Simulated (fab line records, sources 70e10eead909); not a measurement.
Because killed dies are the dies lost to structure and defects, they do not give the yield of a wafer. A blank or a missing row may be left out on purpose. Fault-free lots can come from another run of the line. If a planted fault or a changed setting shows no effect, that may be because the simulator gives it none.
Problem report, 8D (eight disciplines) form, completed by code + flow nand-harc + the parts of the form that need people (team, actions taken, sign-off) are left out

## 1. THE ISSUE
At NHARC_P_M1_CD_MEAS_09, cd-nm averages 156.4 nm over 6 wafers from 2 lots, while fault-free wafers read 129.7 nm, standard deviation 0.65. Relative to the usual mean, that is a shift of +41 standard deviations.
The step: target cd 130 nm.
Earliest sighting: wafer L870.1 on cd-sem-02 at day 8 03:07. Wafers with a number at this step in the record: 42, from 14 lots. The rule behind "out" and "out of limits": a value lying over 4 standard deviations away from the usual mean. Any other wafer with a number is counted as sound.

## 2. WHAT IT IS AND WHAT IT IS NOT
| question                    | is                     | is not                                                                                                              |
|-----------------------------|------------------------|---------------------------------------------------------------------------------------------------------------------|
| which readings at this step | cd-nm                  | -                                                                                                                   |
| which lots                  | L870, L872             | L862, L864, L867, L874, L876, L877, L878, L880, L882, L883, L884, L885                                              |
| which wafers of those lots  | all that have a number | -                                                                                                                   |
| read on which gauges        | cd-sem-02, cd-sem-03   | cd-sem-01                                                                                                           |
| when                        | from day 8 03:07       | up to then (9 sound wafers); but 27 sound wafers of L874, L876, L877, L878, L880, L882, L883, L884, L885 came after |

## 3. THE SUSPECTS, EACH WITH WHAT RULES IT OUT
Counting: any tool at a process step up to the reading is kept as a suspect provided that every lot that is out went through it and no sound lot did after the first of them.
- the gauge at NHARC_P_M1_CD_MEAS_09 is ruled out. The wafers that are out were read on 2 gauges (cd-sem-02, cd-sem-03).
- litho-track-01 at NHARC_P_M1_PEB_07 (peb time 65 s): ruled out as a lasting fault. After its first lot that is out, L870 (day 8 03:02), sound lots L885 ran on it.
Left after counting: nothing in the record.

## 4. THE CAUSE (what the simulator had put in)
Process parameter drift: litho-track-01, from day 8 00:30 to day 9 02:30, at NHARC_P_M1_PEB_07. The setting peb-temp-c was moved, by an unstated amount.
The count ruled it out by mistake, since the rule takes a fault to strike every lot its tool runs from the start of the fault on, and this one did not do so.

## 5. THE CHAIN OF EFFECTS, in route order
Rows list readings where the struck wafers' mean (over those with a number) sits beyond 3 standard deviations from the usual. Only readings for which the record gives a usual standard deviation are gone through. hours: the time from each lot's start at the first step in this table that gives one to its start at this step, as a median over the lots. sigmas: the change in usual standard deviations.
| hours | step                  | reading              | usual    | on struck wafers | change | sigmas |
|-------|-----------------------|----------------------|----------|------------------|--------|--------|
| 0     | NHARC_P_M1_PEB_07     | heater-power-total-W | 156.6 W  | 179.1            | +22.5  | +51    |
| 0     | NHARC_P_M1_PEB_07     | plate-temp-C         | 100.03 C | 110.36           | +10.33 | +79    |
| 0     | NHARC_P_M1_CD_MEAS_09 | cd-nm                | 129.7 nm | 156.4            | +26.7  | +41    |
Its process steps:
- NHARC_P_M1_PEB_07: peb time 65 s.

## 6. HOW IT WOULD HAVE BEEN CAUGHT EARLIER
Counted from the fault's start at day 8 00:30, it took 3 hours until the first out-of-limits reading at a measuring or inspecting step in this record, taken at day 8 03:07.
At NHARC_P_M1_PEB_07, the tool's own readings (heater-power-total-W, plate-temp-C) were out on each struck wafer the step has a row for, so an alarm limit on them would have fired on the first such wafer.
